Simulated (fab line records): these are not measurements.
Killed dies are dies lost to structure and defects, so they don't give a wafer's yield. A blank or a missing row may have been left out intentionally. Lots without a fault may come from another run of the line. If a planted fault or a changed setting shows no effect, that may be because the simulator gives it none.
2 desks looking at one fault | flow n5 finfet | each desk holds nothing but its own numbers, with what lay behind them at the end

FOR THE TOOL OWNER'S DESK: rie diel-02
The tool's own readings at N5_BEOL_M2_ETCH_64 (etches SOC in N2/H2, target depth 75 nm, overetch 22.5 nm, time 121.9 s): means of the sampled wafers that have a number, for each lot that ran on this tool. A lot is out of limits, marked OUT, if its mean lies more than 4 standard deviations from the usual mean; the brackets give that distance.
Columns: A = drypump motor current A at N5_BEOL_M2_ETCH_64, usual 5.8 A; B = oes product au at N5_BEOL_M2_ETCH_64, usual 0.63 a.u.; C = rf fwd power W at N5_BEOL_M2_ETCH_64, usual 836.2 W; D = rf vpp V at N5_BEOL_M2_ETCH_64, usual 525.0 V; E = showerhead plenum p Torr at N5_BEOL_M2_ETCH_64, usual 2.58 Torr; F = throttle valve pct at N5_BEOL_M2_ETCH_64, usual 17.76 %
lot  | first seen here | A   | B    | C               | D               | E    | F
L616 | day 8 10:30     | 5.7 | 0.58 | 838.9           | 525.4           | 2.59 | 17.83
L621 | day 10 05:58    | 5.7 | 0.58 | 634.1 (-78) OUT | 576.0 (+23) OUT | 2.58 | 17.77
L625 | day 10 10:50    | 5.7 | 0.65 | 634.0 (-78) OUT | 574.9 (+23) OUT | 2.59 | 17.54
This desk's verdict: out of limits on L621, L625, starting with L621 at day 10 05:58 (rf fwd power W at N5_BEOL_M2_ETCH_64). L616: within limits.

FROM THE METROLOGY DESK
What the gauges read for every lot (on any tool): the sampled wafers with a number, averaged. A lot is out of limits, marked OUT, if its mean lies more than 4 standard deviations from the usual mean; the brackets give that distance. Of its 10 readings 7 are shown: those that lie furthest out on some lot.
Columns: A = DIBL_N at N5_BEOL_M4_RC_MEAS_101, usual 36.9 mV/V; B = DIBL_P at N5_BEOL_M4_RC_MEAS_101, usual 37.3 mV/V; C = IOFF_P at N5_BEOL_M4_RC_MEAS_101, usual 0.22 nA/um; D = ION_N at N5_BEOL_M4_RC_MEAS_101, usual 673 uA/um; E = ION_P at N5_BEOL_M4_RC_MEAS_101, usual 463 uA/um; F = SS_P at N5_BEOL_M4_RC_MEAS_101, usual 73.4 mV/dec; G = VT_P at N5_BEOL_M4_RC_MEAS_101, usual -250 mV
lot  | first seen here | A    | B    | C    | D   | E   | F    | G
L616 | day 10 02:11    | 37.4 | 37.2 | 0.22 | 670 | 468 | 73.7 | -248
L621 | day 11 16:16    | 37.9 | 37.7 | 0.28 | 684 | 473 | 73.6 | -243
L625 | day 12 03:19    | 35.2 | 35.4 | 0.20 | 668 | 461 | 73.3 | -251
L631 | day 13 19:26    | 37.7 | 38.7 | 0.22 | 673 | 466 | 74.3 | -251
Result from this desk: across the 4 lots, nothing is out of limits.

TAKEN TOGETHER
On L621, L625, at day 10 05:58, an alarm was possible from the tool owner's desk.
At the metrology desk, nothing out of limits was observed.
The metrology desk holds a record of L621, L625, inside its limits.
The lots listed all ran N5_BEOL_M2_ETCH_64 on rie diel-02.

WHAT THE SIMULATOR PUT IN
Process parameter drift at N5_BEOL_M2_ETCH_64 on rie diel-02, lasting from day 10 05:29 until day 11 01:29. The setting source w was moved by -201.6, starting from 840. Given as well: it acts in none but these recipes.
Shown lots that were struck: L621, L625.
How many hours passed from the start of the fault until each desk's first out-of-limits reading: the tool owner's desk, 0.
